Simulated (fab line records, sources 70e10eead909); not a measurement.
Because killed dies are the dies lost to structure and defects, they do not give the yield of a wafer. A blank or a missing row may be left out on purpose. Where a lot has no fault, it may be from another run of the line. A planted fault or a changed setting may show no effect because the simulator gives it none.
3 desks looking at one fault	flow nand_harc	only its own numbers are on each desk; what lay behind them is given at the end

FROM THE METROLOGY DESK
What the gauges read for every lot (on any tool): the sampled wafers with a number, averaged. Marked OUT: a lot whose mean sits more than 4 standard deviations from the usual mean, which makes it out of limits; the brackets give that distance.
Columns: A = cd_nm at NHARC_A_CHANNEL_HOLE_D2_CD_MEAS_10, usual 99.8 nm; B = overlay_x_nm at NHARC_A_CHANNEL_HOLE_D2_OVL_MEAS_11, usual 0.1 nm; C = overlay_y_nm at NHARC_A_CHANNEL_HOLE_D2_OVL_MEAS_11, usual -0.1 nm; D = cd_nm at NHARC_A_CHANNEL_HOLE_D2_CD_MEAS_18, usual 99.0 nm
lot	first seen here	A	B	C	D
L765	day 14 09:38	99.4	-0.2	0.5	99.8
L768	day 15 08:08	100.2	-0.9	-0.2	98.2
L778	day 19 12:26	99.6	-0.2	0.5	98.0
L783	day 22 00:13	99.7	1.1	-0.3	99.5
L785	day 22 00:27	99.2	0.5	-0.3	98.9
Finding of this desk: none of the 5 lots has anything out of limits.

DESK OF THE TOOL OWNER: rie_diel-02
The tool's own readings at NHARC_A_CHANNEL_HOLE_D2_ETCH_16 (etches the open film in O2/COS, target depth 3100 nm, time 806 s): means of the sampled wafers that have a number, for each lot that ran on this tool. Marked OUT: a lot whose mean sits more than 4 standard deviations from the usual mean, which makes it out of limits; the brackets give that distance.
Columns: A = chamber_pressure_mTorr at NHARC_A_CHANNEL_HOLE_D2_ETCH_16, usual 20.002 mTorr; B = drypump_motor_current_A at NHARC_A_CHANNEL_HOLE_D2_ETCH_16, usual 5.9 A; C = oes_product_au at NHARC_A_CHANNEL_HOLE_D2_ETCH_16, usual 1.002 a.u.; D = rf_vpp_V at NHARC_A_CHANNEL_HOLE_D2_ETCH_16, usual 313.6 V; E = showerhead_plenum_p_Torr at NHARC_A_CHANNEL_HOLE_D2_ETCH_16, usual 3.08 Torr; F = throttle_valve_pct at NHARC_A_CHANNEL_HOLE_D2_ETCH_16, usual 28.330 %
lot	first seen here	A	B	C	D	E	F
L768	day 15 09:09	20.000	5.9	1.008	315.4	3.14	28.335
L778	day 19 13:19	19.995	5.9	0.871 (-16) OUT	313.9	3.16	28.331
This desk's finding: out of limits on L778; first on L778, day 19 13:19 (oes_product_au at NHARC_A_CHANNEL_HOLE_D2_ETCH_16). L768: within limits.

THE DEFECT DESK
For each lot, the counts of the inspections along the route, averaged over the sampled wafers that have a number. Marked OUT: a lot whose mean sits more than 4 standard deviations from the usual mean, which makes it out of limits; the brackets give that distance.
Columns: A = raw_defect_count at NHARC_A_CHANNEL_HOLE_D2_INSPECT_12, usual 33
lot	first seen here	A
L765	day 14 09:45	60
L768	day 15 08:14	55
L778	day 19 12:33	15
L783	day 22 00:20	23
L785	day 22 00:34	3
Finding of this desk: none of the 5 lots has anything out of limits.

TAKEN TOGETHER
On L778, at day 19 13:19, an alarm was possible from the tool owner's desk.
The metrology desk saw nothing out of limits.
No out-of-limits result turned up at the defect desk.
The metrology desk has L778 on record, within its limits.
The defect desk has L778 on record, within its limits.
The lots listed all ran NHARC_A_CHANNEL_HOLE_D2_ETCH_16 on rie_diel-02.

WHAT THE SIMULATOR PUT IN
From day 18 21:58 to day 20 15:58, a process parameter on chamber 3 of rie_diel-02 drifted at NHARC_A_CHANNEL_HOLE_D2_ETCH_16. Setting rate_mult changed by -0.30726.
Struck lots among those shown: L778.
Delay in hours, fault start to first out-of-limits reading, by desk: the tool owner's desk at 15.
